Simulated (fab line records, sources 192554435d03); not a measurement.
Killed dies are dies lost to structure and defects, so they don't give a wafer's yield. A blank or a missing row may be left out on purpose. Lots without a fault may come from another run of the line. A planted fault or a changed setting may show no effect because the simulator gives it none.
A struck lot beside a sound one | flow n5_finfet | 16 steps out of a route of 1938
Sound: wafers L460.1, L460.4, L460.5. Struck: wafer L471.1. (L471.4, L471.6 of the same lot were not struck and are left out.) The cause comes at the end.
At each step with rows: each side's tool, then ch and its chambers, then its first start. Under that, the readings that differ: sound wafers | struck wafers | difference of the means | sigmas: that difference in standard deviations of wafers without a fault.
alike: readings whose means differ by less than 2 such deviations, and words and numbers that are the same on both sides. not compared: withheld readings, readings that some wafer has no value for, bounds like >300 that may hide the same value, and numbers for which the record gives no deviation and whose values overlap.
The two part at a step that has a row with sigmas, a row that says differs or no value, or rows on one side only. Numbers that don't overlap but have no deviation are shown without sigmas and don't part them. A reading that every wafer of one side lacks parts them only if that side has two wafers or more.

N5_BEOL_M3_SPUTTER_92: material Cu, target thk 4.5 nm, time 8.29 s.
  sound on pvd_sputter-01, day 10 04:59; struck on pvd_sputter-03, day 12 20:24
  alike: throttle_valve_pct
then, 1 step without rows for these wafers: N5_BEOL_M3_ANNEAL_93 (time 240 s).
N5_BEOL_M3_SPUTTER_94: material Cu, target thk 4.5 nm, time 8.29 s.
  sound on pvd_sputter-01, day 10 05:12; struck on pvd_sputter-03, day 12 20:37
  alike: throttle_valve_pct
then, 3 steps without rows for these wafers: N5_BEOL_M3_ANNEAL_95 (time 240 s); N5_BEOL_M3_SPUTTER_96 (material Cu, target thk 4.5 nm, time 8.29 s); N5_BEOL_M3_ECD_50 (material Cu, target thk 300 nm).
N5_BEOL_M3_ANNEAL_51: time 90 s.
  sound on rtp_anneal-02 ch 0, day 10 05:37; struck on rtp_anneal-02 ch 0, day 12 21:02
  alike: wafer_temp_C_max
N5_BEOL_M3_CMP_52: polishes, stops on SiOC, t overpolish 6.8 s, target thk 40 nm.
  sound on cmp-02 ch 0,2,3, day 10 05:55; struck on cmp-01 ch 2, day 12 21:22
  alike: barrier_field_endpoint_s, clearing_platen_rpm, motor_current_A, overpolish_run_s, time_to_endpoint_s
N5_BEOL_M3_THK_MEAS_53: measures by xrf.
  sound on film_metro-02, day 10 06:13; struck on film_metro-02, day 12 21:37
  alike: M3_THK
then, 1 step without rows for these wafers: N5_BEOL_M3_PRE_CLEAN_60 (time 15 s).
N5_BEOL_M3_CO_CAP_55: material Co, precursor CCTBA/H2, target thk 2 nm, time 102.1 s.
  sound on cvd_co-01 ch 0,2, day 10 06:19; struck on cvd_co-02 ch 1, day 12 21:47
  alike: heater_power_w
then, 1 step without rows for these wafers: N5_BEOL_M3_PRE_CLEAN_56 (time 15 s).
N5_BEOL_M3_DEP_57: deposits SiCN from 3MS/NH3, target thk 8 nm, time 14 s.
  sound on pecvd-04 ch 0,1, day 10 06:29; struck on pecvd-04 ch 0, day 12 21:53
  reading                                  | sound | struck | difference | sigmas
  model.SiCN_of_BEOL_M3_DEP_57.thk_nm (nm) | 8 8 8 | 5.2    | -2.8       |
  alike: showerhead_plenum_p_Torr, throttle_valve_pct
  not compared: rf_fwd_power_W
N5_BEOL_M3_RS_MEAS_58: measures by four-point-probe.
  sound on film_metro-02, day 10 06:37; struck on film_metro-01, day 12 21:58
  alike: M3_RS
N5_BEOL_M4_RC_MEAS_101:
  sound on prober-02 ch 0, day 10 18:24; struck on prober-02 ch 0, day 13 06:27
  alike: DIBL_N, DIBL_P, IOFF_N, IOFF_P, ION_N, ION_P, SS_N, SS_P, VT_N, VT_P
-- the record jumps here: 5 days lie between the struck wafers' starts before and after (it left off in module BEOL_M4 and takes up again in module PASSIVATION, whose first step shown is number 1936 of the route) --
N5_PASSIVATION_PROBE_49:
  sound on prober-01, day 15 10:16; struck on prober-01, day 17 19:20
  alike: defect_limited_yield, killed_at_M0_to_M3, killed_at_M4_up, killed_at_contacts, killed_at_front_end, killed_at_other, killed_dies, killed_open, killed_short, sort_bin_5_function, sort_bin_6_memory, sort_n_pass, sort_yield_pct

WHERE THEY PART
Nowhere in this record.

WHY: what the simulator had put in
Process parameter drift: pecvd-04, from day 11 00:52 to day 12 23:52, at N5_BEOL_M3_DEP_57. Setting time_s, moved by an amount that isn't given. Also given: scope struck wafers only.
